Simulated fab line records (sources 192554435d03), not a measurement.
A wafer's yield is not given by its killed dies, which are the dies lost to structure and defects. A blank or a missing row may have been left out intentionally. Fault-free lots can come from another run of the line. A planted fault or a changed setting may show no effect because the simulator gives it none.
What tool caused it? | flow n5 finfet | 35 wafers from 13 lots sampled at 4 of the route's 1938 steps

## WHAT THE GAUGES READ, wafer by wafer
N5_FIN_SAQP_CD_MEAS_31: the cd target is 8 nm. Usual: cd nm 8.09 nm, standard deviation 0.24.
lot  | measured    | on        | cd nm (nm)     | flag
L820 | day 2 03:55 | cd sem-03 | 7.97 7.90 8.32 |
L821 | day 2 08:26 | cd sem-02 | 7.81 7.69 7.49 |
L822 | day 2 13:31 | cd sem-01 | 8.11 8.47      |
L823 | day 2 21:07 | cd sem-03 | 8.21 8.13 7.78 |
L824 | day 3 02:16 | cd sem-01 | 7.96 8.24 8.19 |
L825 | day 3 08:34 | cd sem-01 | 8.49 8.42 7.79 |
L826 | day 3 13:26 | cd sem-01 | 7.64 8.00 8.24 |
L827 | day 3 19:37 | cd sem-01 | 7.97 8.14 7.97 |
L828 | day 4 02:27 | cd sem-02 | 8.08 8.06 8.21 |
L829 | day 4 10:02 | cd sem-03 | 8.18 8.13      |
L833 | day 5 08:18 | cd sem-01 | 8.15 8.04      |
L834 | day 5 13:28 | cd sem-02 | 7.89 8.08      |
L838 | day 6 14:04 | cd sem-01 | 8.09 8.16 8.21 |

## TOOL THAT RAN EACH LOT (tool first, then ch and the chambers of the sampled wafers, then the start)
lot  | N5_FIN_SAQP_SPACER1_ETCHBACK_25   | N5_FIN_SAQP_ETCH_65             | N5_FIN_SAQP_MANDREL2_REMOVE_60
L820 | rie diel-04 ch 1,3, day 2 02:10   | rie si-06 ch 1,2,3, day 2 02:32 | rie si-02 ch 0,3, day 2 03:49
L821 | rie diel-05 ch 1,2, day 2 06:23   | rie si-06 ch 2,3, day 2 06:44   | rie si-01 ch 0,1, day 2 08:19
L822 | rie diel-04 ch 2,3, day 2 11:39   | rie si-01 ch 2,3, day 2 12:01   | rie si-01 ch 2,3, day 2 13:24
L823 | rie diel-01 ch 0,1,2, day 2 19:19 | rie si-01 ch 0,2,3, day 2 19:40 | rie si-06 ch 0,2, day 2 21:00
L824 | rie diel-01 ch 1,2,3, day 3 00:05 | rie si-06 ch 2,3, day 3 00:26   | rie si-06 ch 0,2, day 3 02:10
L825 | rie diel-04 ch 0,2,3, day 3 06:47 | rie si-01 ch 0,3, day 3 07:08   | rie si-01 ch 0,1,2, day 3 08:27
L826 | rie diel-04 ch 1,2,3, day 3 11:35 | rie si-06 ch 0,3, day 3 11:56   | rie si-06 ch 1,3, day 3 13:19
L827 | rie diel-04 ch 0,1,3, day 3 17:51 | rie si-06 ch 0,1,2, day 3 18:12 | rie si-01 ch 0,2,3, day 3 19:31
L828 | rie diel-01 ch 1,2, day 4 00:26   | rie si-06 ch 1,2,3, day 4 01:02 | rie si-02 ch 0,2, day 4 02:20
L829 | rie diel-05 ch 0,1, day 4 07:43   | rie si-01 ch 1, day 4 08:04     | rie si-02 ch 0,2, day 4 09:55
L833 | rie diel-05 ch 3, day 5 06:29     | rie si-06 ch 2,3, day 5 06:54   | rie si-01 ch 1,3, day 5 08:11
L834 | rie diel-05 ch 1, day 5 11:43     | rie si-06 ch 3, day 5 12:05     | rie si-06 ch 1,3, day 5 13:22
L838 | rie diel-05 ch 0,2,3, day 6 12:19 | rie si-01 ch 2,3, day 6 12:40   | rie si-02 ch 0,1,3, day 6 13:57
- N5_FIN_SAQP_SPACER1_ETCHBACK_25: etches SiO2 in CHF3/O2, target depth 24.4 nm, time 12.2 s.
- N5_FIN_SAQP_ETCH_65: etches SiO2 in CF4, target depth 4 nm, time 4.4 s.
- N5_FIN_SAQP_MANDREL2_REMOVE_60: chemistry HBr/Cl2/O2, target a-Si, stops on SiNx, bt time 10 s.

## WHAT THE TOOLS THEMSELVES READ (means of the sampled wafers that have a number; where no wafer has one, the mark that the record gives instead)
N5_FIN_SAQP_SPACER1_ETCHBACK_25. Usual: drypump motor current A 5.6 A, standard deviation 0.4; oes product au 0.76 a.u., standard deviation 0.059; rf vpp V 525 V, standard deviation 13; showerhead plenum p Torr 2.40 Torr, standard deviation 0.085; throttle valve pct 18.93 %, standard deviation 0.24.
lot  | tool        | drypump motor current A (A) | oes product au (a.u.) | rf vpp V (V) | showerhead plenum p Torr (Torr) | throttle valve pct (%) | flag
L820 | rie diel-04 | 5.7                         | 0.81                  | 509          | 2.33                            | 18.91                  |
L821 | rie diel-05 | 5.6                         | 0.76                  | 527          | 2.49                            | 19.02                  |
L822 | rie diel-04 | 5.5                         | 0.76                  | 516          | 2.41                            | 19.16                  |
L823 | rie diel-01 | 5.7                         | 0.78                  | 531          | 2.50                            | 18.96                  |
L824 | rie diel-01 | 5.3                         | 0.80                  | 534          | 2.44                            | 18.90                  |
L825 | rie diel-04 | 5.6                         | 0.77                  | 529          | 2.41                            | 18.92                  |
L826 | rie diel-04 | 5.8                         | 0.75                  | 516          | 2.38                            | 19.15                  |
L827 | rie diel-04 | 5.8                         | 0.80                  | 525          | 2.36                            | 18.79                  |
L828 | rie diel-01 | 5.6                         | 0.81                  | 543          | 2.52                            | 18.86                  |
L829 | rie diel-05 | 5.7                         | 0.79                  | 524          | 2.36                            | 18.89                  |
L833 | rie diel-05 | 5.5                         | 0.69                  | 518          | 2.32                            | 18.88                  |
L834 | rie diel-05 | 6.2                         | 0.81                  | 524          | 2.41                            | 19.11                  |
L838 | rie diel-05 | 5.3                         | 0.71                  | 523          | 2.37                            | 18.88                  |

N5_FIN_SAQP_ETCH_65. Usual: drypump motor current A 5.36 A, standard deviation 0.27; oes product au 0.999 a.u., standard deviation 0.012; throttle valve pct 21.84 %, standard deviation 0.18.
lot  | tool      | drypump motor current A (A) | oes product au (a.u.) | throttle valve pct (%) | flag
L820 | rie si-06 | 5.34                        | 0.997                 | 21.89                  |
L821 | rie si-06 | 5.38                        | 1.003                 | 22.01                  |
L822 | rie si-01 | 5.21                        | 0.974                 | 21.85                  |
L823 | rie si-01 | 5.44                        | 0.996                 | 21.87                  |
L824 | rie si-06 | 5.41                        | 1.008                 | 22.02                  |
L825 | rie si-01 | 5.76                        | 1.009                 | 21.92                  |
L826 | rie si-06 | 5.52                        | 1.002                 | 21.97                  |
L827 | rie si-06 | 5.31                        | 0.996                 | 21.73                  |
L828 | rie si-06 | 5.31                        | 0.999                 | 21.89                  |
L829 | rie si-01 | 5.04                        | 1.013                 | 21.77                  |
L833 | rie si-06 | 5.31                        | 1.176                 | 22.02                  | OFF
L834 | rie si-06 | 5.54                        | 1.179                 | 22.21                  | OFF
L838 | rie si-01 | 5.10                        | 0.987                 | 21.81                  |

N5_FIN_SAQP_MANDREL2_REMOVE_60. Usual: drypump motor current A 5.6 A, standard deviation 0.41; oes product au 1.005 a.u., standard deviation 0.021; throttle valve pct 36.7 %, standard deviation 0.48.
lot  | tool      | drypump motor current A (A) | oes product au (a.u.) | throttle valve pct (%) | flag
L820 | rie si-02 | 6.2                         | 0.991                 | 36.5                   |
L821 | rie si-01 | 5.6                         | 1.005                 | 36.8                   |
L822 | rie si-01 | 5.2                         | 0.972                 | 36.8                   |
L823 | rie si-06 | 5.2                         | 1.021                 | 36.5                   |
L824 | rie si-06 | 5.4                         | 1.011                 | 36.4                   |
L825 | rie si-01 | 5.3                         | 1.002                 | 36.7                   |
L826 | rie si-06 | 5.4                         | 1.007                 | 37.2                   |
L827 | rie si-01 | 5.4                         | 0.989                 | 36.9                   |
L828 | rie si-02 | 5.7                         | 1.034                 | 36.7                   |
L829 | rie si-02 | 5.7                         | 1.023                 | 36.5                   |
L833 | rie si-01 | 5.2                         | 1.002                 | 36.8                   |
L834 | rie si-06 | 5.4                         | 1.014                 | 37.3                   |
L838 | rie si-02 | 5.9                         | 0.992                 | 36.3                   |

## THE ANSWER, worked out from the rows above alone
Rule: lot off if the mean of its wafers having a number is beyond 3 standard deviations from the usual mean. A lot without any number at a reading at which 4 lots or more have one is off too. All remaining lots with rows at the step are treated as sound. After the gauges, taken in route order, come the tools' own readings; for these a lot's mean is taken, as printed above. At the first step where some lot is off, the reading lying furthest off is the one used; lots without a number count as furthest.
Off at N5_FIN_SAQP_ETCH_65 (oes product au): L833, L834.
If a tool, at that step or one of the process steps before it, ran each lot that is off and ran no sound lot following the first of them, it fits. One fits: N5_FIN_SAQP_ETCH_65 on rie si-06. A fault onset in the window from L828 (day 4 01:02, its last sound lot) to L833 (day 5 06:54, its first lot off) fits.
On the lots that are off, the tool's own readings at N5_FIN_SAQP_ETCH_65 differ by more than 5 times the standard deviation of the sound lots' means, which bears it out; oes product au reads 1.177 a.u. there versus 0.999 a.u. on the sound lots.

## WHAT THE SIMULATOR PUT IN
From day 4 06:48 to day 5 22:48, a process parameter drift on rie si-06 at N5_FIN_SAQP_ETCH_65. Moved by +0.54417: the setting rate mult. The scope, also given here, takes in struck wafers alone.
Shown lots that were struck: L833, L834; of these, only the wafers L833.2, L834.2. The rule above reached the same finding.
